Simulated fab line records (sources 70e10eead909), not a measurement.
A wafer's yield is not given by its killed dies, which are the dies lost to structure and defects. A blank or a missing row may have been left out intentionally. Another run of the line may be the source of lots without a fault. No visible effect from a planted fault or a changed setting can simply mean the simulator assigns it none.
A lot that was struck, set against a sound lot :: flow nand harc :: 14 steps out of a route of 1302
Sound: these wafers, L442.2, L442.3, L442.5. The struck wafers were L451.2, L451.3, L451.5. The cause comes at the end.
Per side, at each step with rows, come the tool, then ch with its chambers, and then its first start. Under that, the readings that differ: sound wafers :: struck wafers :: difference of the means :: sigmas: that difference in standard deviations of wafers without a fault.
alike: same words and numbers on both sides, and readings whose means sit less than 2 such deviations apart. not compared: any withheld reading, any reading some wafer has no value for, any bound like >300 that may hide the same value, and any number with overlapping values for which the record gives no deviation.
The two part at a step that has a row with sigmas, a row that says differs or no value, or rows on one side only. Non-overlapping numbers with no deviation appear without sigmas and do not part them. A reading missing from all wafers of one side parts the sides only when that side holds two or more wafers.

first, 8 steps without rows for these wafers: NHARC_A_M1_HMDS_02 (time 30 s); NHARC_A_M1_COAT_34 (time 65 s); NHARC_A_M1_COAT_03 (resist thk 90 nm); NHARC_A_M1_SOFTBAKE_04 (time 55 s); NHARC_A_M1_EBR_05; NHARC_A_M1_EXPOSE_06 (exposes mask A M1, target cd 120 nm); NHARC_A_M1_PEB_07 (peb time 65 s); NHARC_A_M1_DEVELOP_08 (develop time 35 s).
NHARC_A_M1_CD_MEAS_09: the cd target is 120 nm.
  sound on cd sem-02 ch 0, day 25 00:34; struck on cd sem-03 ch 0, day 28 14:30
  alike: cd nm
NHARC_A_M1_OVL_MEAS_10: pitch 240 nm.
  struck on overlay-01, day 28 14:35; sound on overlay-01, day 25 00:39
reading: overlay x nm (nm)
sound: -0.8 -0.9 -1.0
struck: 0.9 1.3 0.9
difference: +1.9
sigmas: +2

reading: overlay y nm (nm)
sound: 0.0 -0.1 -0.5
struck: 1.6 1.9 2.0
difference: +2.0
sigmas: +3
NHARC_A_M1_INSPECT_11:
  struck on defect inspect-01, day 28 14:37; sound on defect inspect-02, day 25 00:41
  alike: raw defect count
NHARC_A_M1_DESCUM_14: chemistry O2, time 3 s.
  sound on rie diel-10 ch 1,3, day 25 00:46; struck on rie diel-10 ch 1,2, day 28 14:41
  alike: drypump motor current A, oes product au, rf vpp V, showerhead plenum p Torr, throttle valve pct
  not compared: rf hours counter h
NHARC_A_M1_ETCH_35: etches the open film in N2/H2, target depth 40 nm, overetch 12 nm, time 43.94 s.
  sound on rie diel-10 ch 1,3, day 25 00:50; struck on rie diel-10 ch 0,1, day 28 14:46
reading: run length s (s)
sound: 65.5 64.3 65.3
struck: 53.5 53.3 53.6
difference: -11.6
sigmas: -28
  alike: drypump motor current A, oes product au, rf vpp V, showerhead plenum p Torr, throttle valve pct
  not compared: rf hours counter h
NHARC_A_M1_ETCH_15: etches the open film in C4F8/Ar, target depth 182.5 nm, time 91.2 s.
  sound: rie diel-10 ch 2,3; struck: rie diel-10 ch 1,2,3
  alike: oes product au, rf vpp V, run length s
  not compared: rf hours counter h

== WHERE THEY PART ==
First at NHARC_A_M1_OVL_MEAS_10; last, within this record, at NHARC_A_M1_ETCH_35. Later steps at which nothing parts them and some readings are alike: NHARC_A_M1_ETCH_15.

WHY: what the simulator had put in
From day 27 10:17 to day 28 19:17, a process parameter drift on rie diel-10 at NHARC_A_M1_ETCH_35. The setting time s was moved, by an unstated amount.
